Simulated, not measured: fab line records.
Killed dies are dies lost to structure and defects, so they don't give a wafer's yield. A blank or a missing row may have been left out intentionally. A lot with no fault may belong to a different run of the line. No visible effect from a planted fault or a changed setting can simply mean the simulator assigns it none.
Chamber matching ; flow n5_finfet ; rie_diel-03 running N5_BEOL_M3_DESCUM_33: 4 sister chambers
The step chemistry O2, time 7 s. 4 wafers are shown with their chamber, then 9 later ones without.

EACH WAFER AND ITS CHAMBER
wafer;chamber;showerhead_plenum_p_Torr (Torr)
L081.3;2;1.99
L081.6;0;2.02
L085.3;1;2.08
L085.5;3;2.17

WAFERS WITHOUT THEIR CHAMBER
wafer;showerhead_plenum_p_Torr (Torr)
L089.4;2.02
L089.5;2.02
L089.6;2.16
L091.3;1.99
L091.5;2.16
L091.6;2.02
L096.1;2.08
L096.2;2.16
L096.5;2.16

WHICH CHAMBER EACH WENT THROUGH
wafer;from the rows above;in truth
L089.4;0;0
L089.5;0;0
L089.6;3;3
L091.3;2;2
L091.5;3;3
L091.6;0;0
L096.1;1;1
L096.2;3;3
L096.5;3;3
Correct placement for 9 of the 9. Left unplaced by these rows: 0. 0 placed wrongly.
How it was worked out, from the rows above alone: a wafer's distance from a chamber is the root of the sum, over the readings, of the square of ((its reading less the chamber's mean) divided by the reading's scatter). The wafer belongs to the nearest chamber; if the next one is less than 2 further off, it can't be placed. Each chamber's mean is taken over the wafers shown for it. The scatter: with one shown wafer a chamber, the root of the mean of the squares of how far each hidden wafer lies from its nearest shown one.
